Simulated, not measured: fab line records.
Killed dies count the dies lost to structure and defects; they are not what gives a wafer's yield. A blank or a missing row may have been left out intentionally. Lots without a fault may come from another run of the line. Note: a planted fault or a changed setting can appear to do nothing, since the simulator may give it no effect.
3 desks looking at one fault || flow nand-harc || numbers are kept per desk, each desk with only its own; the story behind them comes last

## THE DEFECT DESK
Per lot, the means of the sampled wafers with a number show what the inspections along the route counted. If a lot's mean is further than 4 standard deviations from the usual mean, the lot is out of limits and carries the mark OUT (the distance appears in the brackets).
Columns: A = raw-defect-count at NHARC_P_CONTACT_INSPECT_14, usual 3.8
{"lot": "L435", "first seen here": "day 6 10:41", "A": 4.0}
{"lot": "L440", "first seen here": "day 8 22:40", "A": 3.3}
{"lot": "L441", "first seen here": "day 9 15:23", "A": 3.7}
{"lot": "L449", "first seen here": "day 12 14:26", "A": 2.3}
{"lot": "L452", "first seen here": "day 13 22:59", "A": 2.3}
{"lot": "L456", "first seen here": "day 15 16:44", "A": 2.3}
Result from this desk: across the 6 lots, nothing is out of limits.

## THE METROLOGY DESK
Means of the sampled wafers that have a number, per lot and without regard to the tool the lot ran on: this is what the gauges read. If a lot's mean is further than 4 standard deviations from the usual mean, the lot is out of limits and carries the mark OUT (the distance appears in the brackets).
Columns: A = cd-nm at NHARC_P_CONTACT_CD_MEAS_12, usual 90.3 nm; B = overlay-x-nm at NHARC_P_CONTACT_OVL_MEAS_13, usual -0.2 nm; C = overlay-y-nm at NHARC_P_CONTACT_OVL_MEAS_13, usual -0.1 nm
{"lot": "L435", "first seen here": "day 6 10:34", "A": 89.6, "B": -1.0, "C": 0.3}
{"lot": "L440", "first seen here": "day 8 22:33", "A": 90.2, "B": 0.6, "C": 1.2}
{"lot": "L441", "first seen here": "day 9 15:15", "A": 90.7, "B": -2.3, "C": 0.2}
{"lot": "L449", "first seen here": "day 12 14:19", "A": 90.5, "B": -1.2, "C": -0.6}
{"lot": "L452", "first seen here": "day 13 22:52", "A": 90.5, "B": 0.2, "C": -2.1}
{"lot": "L456", "first seen here": "day 15 16:36", "A": 90.2, "B": 0.6, "C": 0.1}
Result from this desk: across the 6 lots, nothing is out of limits.

## DESK OF THE TOOL OWNER: rie-diel-12
The tool's own readings at NHARC_P_CONTACT_ETCH_36 (etches the open film in N2/H2, target depth 260 nm, time 406.25 s): means of the sampled wafers that have a number, for each lot that ran on this tool. If a lot's mean is further than 4 standard deviations from the usual mean, the lot is out of limits and carries the mark OUT (the distance appears in the brackets).
Columns: A = drypump-motor-current-A at NHARC_P_CONTACT_ETCH_36, usual 5.9 A; B = oes-product-au at NHARC_P_CONTACT_ETCH_36, usual 0.998 a.u.; C = rf-fwd-power-W at NHARC_P_CONTACT_ETCH_36, usual 399.3 W; D = rf-vpp-V at NHARC_P_CONTACT_ETCH_36, usual 430.8 V; E = showerhead-plenum-p-Torr at NHARC_P_CONTACT_ETCH_36, usual 2.05 Torr; F = throttle-valve-pct at NHARC_P_CONTACT_ETCH_36, usual 14.171 %
{"lot": "L440", "first seen here": "day 8 22:55", "A": 5.9, "B": 0.996, "C": 401.3, "D": 432.6, "E": 2.09, "F": 14.171}
{"lot": "L441", "first seen here": "day 9 15:37", "A": 5.9, "B": 0.995, "C": 400.5, "D": 431.6, "E": 2.09, "F": 14.179}
{"lot": "L449", "first seen here": "day 12 14:43", "A": 5.9, "B": 0.999, "C": 398.8, "D": 431.5, "E": 2.09, "F": 14.175}
Result from this desk: across the 3 lots, nothing is out of limits.

## PUT TOGETHER
Nothing out of limits was seen by the defect desk.
Nothing out of limits was seen by the metrology desk.
The desk of the tool owner found nothing out of limits.

## WHAT THE SIMULATOR HAD PUT IN
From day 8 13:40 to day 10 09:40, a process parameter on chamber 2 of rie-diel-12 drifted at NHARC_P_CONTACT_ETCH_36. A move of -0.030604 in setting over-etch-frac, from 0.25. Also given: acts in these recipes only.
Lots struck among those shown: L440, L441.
